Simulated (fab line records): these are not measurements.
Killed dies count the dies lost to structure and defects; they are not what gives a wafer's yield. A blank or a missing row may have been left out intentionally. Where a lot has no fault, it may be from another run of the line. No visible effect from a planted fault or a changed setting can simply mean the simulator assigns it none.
The tool behind it: which one? | flow n5-finfet | Sampling: 11 lots, 33 wafers, 5 of 1938 route steps

WHAT THE GAUGES READ, wafer by wafer
N5_BEOL_M6_THK_MEAS_01.
lot  | measured     | on            | M6_ILD_THK (nm)
L538 | day 8 18:34  | film-metro-01 | 152.3 152.7 154.7
L539 | day 10 02:09 | film-metro-01 | 153.3 153.2 153.9
L542 | day 10 04:34 | film-metro-01 | 175.5 179.2 179.3
L543 | day 10 05:44 | film-metro-02 | 179.9 182.2 181.9
L545 | day 10 15:38 | film-metro-01 | 156.7 156.8 155.9
L550 | day 12 12:44 | film-metro-02 | 153.4 153.0 152.9
L552 | day 12 17:19 | film-metro-01 | 156.2 155.2 156.6
L553 | day 12 22:06 | film-metro-02 | 154.6 157.4 157.3
L555 | day 13 11:51 | film-metro-01 | 150.2 152.4 155.6
L556 | day 13 16:29 | film-metro-02 | 151.6 154.4 157.9
L558 | day 14 07:20 | film-metro-01 | 154.9 156.2 154.8

TOOL THAT RAN EACH LOT (tool first, then ch and the chambers of the sampled wafers, then the start)
lot  | N5_BEOL_M5_ANNEAL_82         | N5_BEOL_M5_ANNEAL_84         | N5_BEOL_M5_ANNEAL_89         | N5_BEOL_M6_CURE_74
L538 | pvd-sputter-01, day 8 13:21  | pvd-sputter-01, day 8 14:26  | pvd-sputter-01, day 8 15:31  | uv-cure-03 ch 1, day 8 18:04
L539 | pvd-sputter-02, day 9 21:16  | pvd-sputter-02, day 9 22:22  | pvd-sputter-02, day 9 23:26  | uv-cure-01 ch 0, day 10 01:38
L542 | pvd-sputter-01, day 9 23:40  | pvd-sputter-01, day 10 00:44 | pvd-sputter-01, day 10 01:50 | uv-cure-02 ch 2, day 10 04:02
L543 | pvd-sputter-03, day 10 00:49 | pvd-sputter-03, day 10 01:53 | pvd-sputter-03, day 10 02:59 | uv-cure-03 ch 1, day 10 05:13
L545 | pvd-sputter-03, day 10 07:01 | pvd-sputter-03, day 10 08:06 | pvd-sputter-03, day 10 09:11 | uv-cure-03 ch 1, day 10 15:17
L550 | pvd-sputter-02, day 12 07:15 | pvd-sputter-02, day 12 08:20 | pvd-sputter-02, day 12 09:25 | uv-cure-03 ch 2, day 12 12:18
L552 | pvd-sputter-01, day 12 12:26 | pvd-sputter-01, day 12 13:31 | pvd-sputter-01, day 12 14:37 | uv-cure-02 ch 2, day 12 17:02
L553 | pvd-sputter-01, day 12 16:54 | pvd-sputter-01, day 12 17:59 | pvd-sputter-01, day 12 19:04 | uv-cure-01 ch 1, day 12 21:35
L555 | pvd-sputter-01, day 13 06:38 | pvd-sputter-01, day 13 07:43 | pvd-sputter-01, day 13 08:48 | uv-cure-03 ch 1, day 13 11:25
L556 | pvd-sputter-03, day 13 11:34 | pvd-sputter-03, day 13 12:39 | pvd-sputter-03, day 13 13:44 | uv-cure-01 ch 1, day 13 15:59
L558 | pvd-sputter-01, day 14 02:28 | pvd-sputter-01, day 14 03:33 | pvd-sputter-01, day 14 04:38 | uv-cure-02 ch 1, day 14 06:50
- N5_BEOL_M5_ANNEAL_82: time 1800 s.
- N5_BEOL_M5_ANNEAL_84: time 1800 s.
- N5_BEOL_M5_ANNEAL_89: time 1800 s.
- N5_BEOL_M6_CURE_74: cures SiCOH lowk, time 240 s.

WHAT THE TOOLS THEMSELVES READ (means of the sampled wafers that have a number; where no wafer has one, the mark that the record gives instead)
N5_BEOL_M5_ANNEAL_82.
lot  | tool           | heater-power-w (W) | susceptor-temp-C (C)
L538 | pvd-sputter-01 | 845                | 400.07
L539 | pvd-sputter-02 | 923                | 399.92
L542 | pvd-sputter-01 | 861                | 400.24
L543 | pvd-sputter-03 | 877                | 399.88
L545 | pvd-sputter-03 | 821                | 400.09
L550 | pvd-sputter-02 | 914                | 399.90
L552 | pvd-sputter-01 | 874                | 400.12
L553 | pvd-sputter-01 | 854                | 399.87
L555 | pvd-sputter-01 | 833                | 399.83
L556 | pvd-sputter-03 | 871                | 400.17
L558 | pvd-sputter-01 | 839                | 399.89

N5_BEOL_M5_ANNEAL_84.
lot  | tool           | heater-power-w (W) | susceptor-temp-C (C)
L538 | pvd-sputter-01 | 843                | 399.65
L539 | pvd-sputter-02 | 914                | 399.84
L542 | pvd-sputter-01 | 863                | 399.98
L543 | pvd-sputter-03 | 880                | 400.11
L545 | pvd-sputter-03 | 823                | 400.13
L550 | pvd-sputter-02 | 925                | 400.10
L552 | pvd-sputter-01 | 859                | 400.09
L553 | pvd-sputter-01 | 862                | 400.10
L555 | pvd-sputter-01 | 818                | 400.09
L556 | pvd-sputter-03 | 873                | 400.10
L558 | pvd-sputter-01 | 823                | 399.88

N5_BEOL_M5_ANNEAL_89.
lot  | tool           | heater-power-w (W) | susceptor-temp-C (C)
L538 | pvd-sputter-01 | 867                | 400.08
L539 | pvd-sputter-02 | 906                | 399.97
L542 | pvd-sputter-01 | 853                | 400.11
L543 | pvd-sputter-03 | 874                | 400.16
L545 | pvd-sputter-03 | 811                | 400.15
L550 | pvd-sputter-02 | 921                | 400.14
L552 | pvd-sputter-01 | 853                | 400.00
L553 | pvd-sputter-01 | 859                | 399.87
L555 | pvd-sputter-01 | 826                | 400.10
L556 | pvd-sputter-03 | 865                | 399.82
L558 | pvd-sputter-01 | 817                | 399.86

N5_BEOL_M6_CURE_74.
lot  | tool       | lamp-power-pct (%) | run-length-s (s) | wafer_temp_C_max
L538 | uv-cure-03 | 52.38              | 286.8            | 386.1
L539 | uv-cure-01 | 52.32              | 286.4            | 386.1
L542 | uv-cure-02 | -                  | -                | -
L543 | uv-cure-03 | -                  | -                | -
L545 | uv-cure-03 | 52.35              | 286.9            | 385.9
L550 | uv-cure-03 | 52.32              | 286.9            | 387.0
L552 | uv-cure-02 | 52.27              | 287.1            | 387.2
L553 | uv-cure-01 | 52.35              | 285.0            | 387.1
L555 | uv-cure-03 | 52.32              | 286.8            | 385.8
L556 | uv-cure-01 | 52.27              | 284.9            | 387.4
L558 | uv-cure-02 | 52.36              | 286.9            | 387.9

THE ANSWER, worked out from the rows above alone
Rule: the lots themselves supply what counts as usual. The widest of any qualifying gaps counts: lots, ordered by their means at a reading, are off when they make up no more than a third of the lots, leave a main group of 4 or more, and stand apart from it by 3 or more times the standard deviation of that group's means. Not used: any main group whose means are identical at the precision the tables above print for the reading. A lot without any number at a reading at which 4 lots or more have one is off too. Where the step has rows for the other lots, those lots are counted as sound. The gauges are gone through in route order, then the tools' own readings, and for those a lot's mean is taken as printed above. The first step at which some lot is off is used, and at that step the reading that is off furthest; a lot without a number counts as furthest.
Off: L542, L543, seen at N5_BEOL_M6_THK_MEAS_01 (M6_ILD_THK). For the main group the mean is 154.6 nm and the standard deviation 1.4.
If a tool, at a process step before that reading, ran all the lots that are off and no sound lot after the first of them, it fits. Not tried: the gauges at N5_BEOL_M6_THK_MEAS_01; whatever is off there is also off at N5_BEOL_M6_CURE_74, on other tools, and gauge error can't account for it. None of those tried fits.

WHAT WAS PUT IN BY THE SIMULATOR
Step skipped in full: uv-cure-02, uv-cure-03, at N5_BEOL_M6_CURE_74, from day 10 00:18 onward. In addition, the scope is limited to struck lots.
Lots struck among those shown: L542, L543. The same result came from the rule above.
